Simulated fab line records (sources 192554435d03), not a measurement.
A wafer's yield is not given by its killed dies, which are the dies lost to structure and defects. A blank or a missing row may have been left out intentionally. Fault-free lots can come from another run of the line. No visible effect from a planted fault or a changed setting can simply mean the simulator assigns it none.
Which tool is to blame?	flow n5Finfet	14 lots, 41 wafers sampled, at 4 steps of a route of 1938

## WHAT THE GAUGES SHOWED, per wafer
N5_BEOL_M12_THK_MEAS_50: measures by xrf.
lot	measured	on	M12_THK (nm)
L682	day 11 19:06	filmMetro-02	317 316 313
L683	day 12 14:54	filmMetro-02	321 317 321
L687	day 13 13:11	filmMetro-02	318 331 333
L689	day 13 14:15	filmMetro-02	318 326 322
L693	day 14 09:39	filmMetro-02	328 316 327
L695	day 15 03:18	filmMetro-01	326 327 327
L694	day 15 06:29	filmMetro-02	325 324 319
L698	day 15 19:52	filmMetro-01	324 314 320
L699	day 15 22:16	filmMetro-02	325 320 324
L697	day 16 12:32	filmMetro-02	329 317 320
L702	day 16 15:41	filmMetro-01	315 318 322
L700	day 16 18:25	filmMetro-01	325 316 316
L701	day 17 00:42	filmMetro-01	310 313 311
L703	day 17 05:16	filmMetro-01	315 315

N5_BEOL_M13_OCD_MEAS_35.
lot	measured	on	trenchDepthNm (nm)
L682	day 11 21:31	ocd-02	402 402 403
L683	day 12 17:13	ocd-01	406 407 411
L687	day 13 15:31	ocd-01	- - -
L689	day 13 16:46	ocd-01	- - -
L693	day 14 12:24	ocd-01	403 399 405
L695	day 15 05:33	ocd-02	406 406 410
L694	day 15 10:05	ocd-01	408 419 410
L698	day 15 22:52	ocd-02	430 414 416
L699	day 16 00:50	ocd-02	424 409 412
L697	day 16 15:04	ocd-02	405 425 417
L702	day 16 18:19	ocd-01	414 414 413
L700	day 16 20:47	ocd-02	408 420 409
L701	day 17 03:05	ocd-02	408 422 412
L703	day 17 08:04	ocd-01	418 411

## EACH LOT AND THE TOOL THAT RAN IT (in order: tool; ch and the chambers of the sampled wafers; start)
lot	N5_BEOL_M13_DEVELOP_27	N5_BEOL_M13_ETCH_68
L682	lithoTrack-02 ch 0, day 11 20:41	rieDiel-06 ch 0,2, day 11 21:07
L683	lithoTrack-01 ch 0, day 12 16:22	rieDiel-03 ch 0,2, day 12 16:49
L687	lithoTrack-03, day 13 14:42	rieDiel-03 ch 0,3, day 13 15:07
L689	lithoTrack-02, day 13 15:59	rieDiel-06 ch 1,2,3, day 13 16:22
L693	lithoTrack-02 ch 0, day 14 11:32	rieDiel-04 ch 0,1, day 14 12:01
L695	lithoTrack-02 ch 0, day 15 04:46	rieDiel-04 ch 0,3, day 15 05:09
L694	lithoTrack-02 ch 0, day 15 09:01	rieDiel-04 ch 0,2, day 15 09:41
L698	lithoTrack-01 ch 0, day 15 22:01	rieDiel-06 ch 1,2,3, day 15 22:28
L699	lithoTrack-03 ch 0, day 16 00:00	rieDiel-03 ch 0,1,3, day 16 00:26
L697	lithoTrack-03 ch 0, day 16 14:16	rieDiel-06 ch 0,2,3, day 16 14:40
L702	lithoTrack-03 ch 0, day 16 17:32	rieDiel-04 ch 1,3, day 16 17:55
L700	lithoTrack-01 ch 0, day 16 20:01	rieDiel-04 ch 0,2,3, day 16 20:23
L701	lithoTrack-03 ch 0, day 17 02:18	rieDiel-04 ch 0,2,3, day 17 02:41
L703	lithoTrack-01 ch 0, day 17 07:06	rieDiel-04 ch 1,3, day 17 07:40
- N5_BEOL_M13_DEVELOP_27: develop time 45 s.
- N5_BEOL_M13_ETCH_68: etches SOC in N2/H2, time 355 s.

## AS READ BY THE TOOLS THEMSELVES (means over the sampled wafers that have a number; for cases with no such wafer, the mark the record gives instead)
N5_BEOL_M13_DEVELOP_27.
lot	tool	chillPlateTempC (C)	developerTempC (C)
L682	lithoTrack-02	22.93	20.90
L683	lithoTrack-01	23.00	21.15
L687	lithoTrack-03	-	-
L689	lithoTrack-02	-	-
L693	lithoTrack-02	23.07	21.02
L695	lithoTrack-02	23.04	21.13
L694	lithoTrack-02	23.06	21.04
L698	lithoTrack-01	22.85	20.96
L699	lithoTrack-03	22.96	21.00
L697	lithoTrack-03	23.00	20.96
L702	lithoTrack-03	23.01	20.97
L700	lithoTrack-01	22.78	21.03
L701	lithoTrack-03	23.03	20.85
L703	lithoTrack-01	23.09	20.99

N5_BEOL_M13_ETCH_68.
lot	tool	drypumpMotorCurrentA (A)	oesProductAu (a.u.)	rfVppV (V)	showerheadPlenumPTorr (Torr)	throttleValvePct (%)
L682	rieDiel-06	5.5	0.75	522.7	2.46	17.64
L683	rieDiel-03	5.2	0.75	522.8	2.52	17.83
L687	rieDiel-03	5.5	0.75	522.8	2.56	18.13
L689	rieDiel-06	6.0	0.84	523.4	2.53	17.79
L693	rieDiel-04	5.7	0.68	522.4	2.52	18.10
L695	rieDiel-04	5.6	0.72	522.6	2.50	18.13
L694	rieDiel-04	5.8	0.75	525.1	2.59	18.22
L698	rieDiel-06	6.0	0.81	523.4	2.52	17.82
L699	rieDiel-03	5.6	0.77	524.9	2.60	18.11
L697	rieDiel-06	5.8	0.82	523.6	2.49	17.65
L702	rieDiel-04	5.1	0.85	521.6	2.47	17.70
L700	rieDiel-04	5.6	0.89	523.7	2.57	17.96
L701	rieDiel-04	5.6	0.88	524.4	2.57	17.97
L703	rieDiel-04	5.2	0.86	522.3	2.47	17.62

## THE ANSWER, worked out from the rows above alone
Rule: what is usual is taken from the lots themselves. Put in order of their means at a reading, lots are off if they are a third of the lots or fewer, leave a main group of 4 or more, and stand apart from it by a gap of 3 or more times the standard deviation of the main group's means; of several such gaps the widest counts. A main group whose means are all the same, to the digits that the tables above print for the reading, isn't used. A lot without any number at a reading at which 4 lots or more have one is off too. Where the step has rows for the other lots, those lots are counted as sound. Order of review: gauges by route order, followed by the tools' own readings, for which a lot's mean as printed above is used. The first step at which some lot is off is used, and at that step the reading that is off furthest; a lot without a number counts as furthest.
Off at N5_BEOL_M13_OCD_MEAS_35 (trenchDepthNm): L687, L689. Without a number there: L687, L689. Main group: mean 411 nm, sd 5.2.
If a tool, at a process step before that reading, ran all the lots that are off and no sound lot after the first of them, it fits. The gauges at N5_BEOL_M13_OCD_MEAS_35 aren't tried: what is off there is off at N5_BEOL_M13_DEVELOP_27 too, on other tools, and a gauge's error can't cause that. Not one of the candidates tried fits.

## WHAT THE SIMULATOR PUT IN
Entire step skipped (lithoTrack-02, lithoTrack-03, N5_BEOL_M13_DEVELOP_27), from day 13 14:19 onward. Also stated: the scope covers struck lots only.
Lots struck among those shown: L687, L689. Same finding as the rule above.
